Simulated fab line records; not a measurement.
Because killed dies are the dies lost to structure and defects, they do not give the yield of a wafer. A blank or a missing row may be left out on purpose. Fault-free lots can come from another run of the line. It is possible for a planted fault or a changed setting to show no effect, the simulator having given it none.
Comparing a struck lot with a sound one | flow nandHarc | 22 steps out of a route of 1159
Sound: the wafers L199.3, L199.5, L199.6. Wafers L196.2, L196.3, L196.6 were the ones struck. The cause is named last.
For every step that has rows: the tool of each side, followed by ch and its chambers, followed by its first start. Under that, the readings that differ: sound wafers | struck wafers | difference of the means | sigmas: that difference in standard deviations of wafers without a fault.
alike: readings with means less than 2 such deviations apart, plus words and numbers identical on both sides. not compared: withheld readings, readings lacking a value on some wafer, bounds such as >300 that could conceal the same value, and numbers that have no deviation in the record and whose values overlap.
Wherever a step has rows on one side only, a row that says differs or no value, or a row with sigmas, the two part there. Non-overlapping numbers with no deviation appear without sigmas and do not part them. A reading missing from all wafers of one side parts the sides only when that side holds two or more wafers.

NHARC_A_BLC_CVD_24: deposits W, target thk 150 nm, time 434 s.
  sound: cvdW-01 ch 0,1; struck: cvdW-02 ch 0,1
  alike: heaterPowerW, throttleValvePct
NHARC_A_BLC_CMP_25: polishes, t overpolish 30 s, target thk 150 nm.
  sound on cmp-02 ch 0,1,2, day 21 20:08; struck on cmp-01 ch 1,2, day 21 15:44
  alike: edgeZonePressureFrac, motorCurrentA, overpolishRunS, timeToEndpointS
following that, these wafers have no rows for 1 step: NHARC_A_BLC_SRD_27.
NHARC_A_BLC_INSPECT_28:
  struck on defectInspect-02, day 21 16:09; sound on defectInspect-01, day 21 20:28
  alike: rawDefectCount
then, 7 steps without rows for these wafers: NHARC_A_M0_DEP_00 (deposits SiOC, target thk 150 nm); NHARC_A_M0_DEHYDRATE_01 (time 120 s); NHARC_A_M0_HMDS_02 (time 30 s); NHARC_A_M0_COAT_33 (time 65 s); NHARC_A_M0_COAT_03 (resist thk 90 nm); NHARC_A_M0_SOFTBAKE_04 (time 55 s); NHARC_A_M0_EBR_05.
NHARC_A_M0_EXPOSE_06: exposes mask A M0, target cd 80 nm.
  sound on arfiScanner-01 ch 0, day 21 21:14; struck on arfiScanner-02 ch 0, day 21 16:47
reading           | sound             | struck            | difference | sigmas
exposureDoseMJCm2 | 83.21 83.17 83.17 | 81.38 81.27 81.36 | -1.85      | -21
  alike: mask, reticleTempC
then, 2 steps without rows for these wafers: NHARC_A_M0_PEB_07 (peb time 65 s); NHARC_A_M0_DEVELOP_08 (develop time 35 s).
NHARC_A_M0_CD_MEAS_09 targets a cd of 80 nm.
  sound on cdSem-02 ch 0, day 21 21:23; struck on cdSem-03 ch 0, day 21 16:56
reading   | sound          | struck         | difference | sigmas
cdNm (nm) | 80.9 80.1 80.1 | 78.2 78.2 77.1 | -2.5       | -5
NHARC_A_M0_OVL_MEAS_10: pitch 160 nm.
  struck on overlay-02, day 21 17:01; sound on overlay-02, day 21 21:28
reading         | sound          | struck      | difference | sigmas
overlayYNm (nm) | -0.7 -1.1 -1.3 | 2.0 1.5 1.5 | +2.7       | +3
  alike: overlayXNm
NHARC_A_M0_INSPECT_11:
  struck on defectInspect-01, day 21 17:03; sound on defectInspect-01, day 21 21:31
  alike: rawDefectCount
NHARC_A_M0_DESCUM_14: chemistry O2, time 3 s.
  sound on rieDiel-05 ch 0,1, day 21 21:35; struck on rieDiel-05 ch 1,2,3, day 21 17:07
reading              | sound             | struck            | difference | sigmas
model.A_M0.cdNm (nm) | 80.88 80.31 80.22 | 78.59 78.13 77.49 | -2.40      | 
  alike: drypumpMotorCurrentA, oesProductAu, rfVppV, showerheadPlenumPTorr, throttleValvePct
  not compared: rfHoursCounterH
NHARC_A_M0_ETCH_34: etches the open film in N2/H2, target depth 40 nm, overetch 12 nm, time 43.94 s.
  sound on rieDiel-05 ch 2,3, day 21 21:40; struck on rieDiel-05 ch 0,1,2, day 21 17:12
  alike: drypumpMotorCurrentA, oesProductAu, rfVppV, showerheadPlenumPTorr, throttleValvePct
  not compared: rfHoursCounterH
NHARC_A_M0_ETCH_15: etches the open film in C4F8/Ar, target depth 150 nm, overetch 15 nm, time 82.5 s.
  sound: rieDiel-05 ch 0,1; struck: rieDiel-05 ch 0,3
reading              | sound             | struck           | difference | sigmas
model.A_M0.cdNm (nm) | 81.11 80.41 79.89 | 78.51 77.9 77.64 | -2.45      | 
  alike: oesProductAu, rfVppV
  not compared: rfHoursCounterH
NHARC_A_M0_CD_MEAS_16:
  struck on cdSem-03, day 21 17:25; sound on cdSem-01, day 21 21:53
reading   | sound          | struck         | difference | sigmas
cdNm (nm) | 81.2 80.2 80.3 | 78.6 78.1 77.9 | -2.4       | -4
following that, these wafers have no rows for 1 step: NHARC_END_SORT_01.

== WHERE THEY PART ==
First at NHARC_A_M0_EXPOSE_06; last, within this record, at NHARC_A_M0_CD_MEAS_16.

WHY: what the simulator had put in
Process parameter drift: arfiScanner-02, from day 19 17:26 on, at NHARC_A_M0_EXPOSE_06. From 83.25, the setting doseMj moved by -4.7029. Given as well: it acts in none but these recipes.
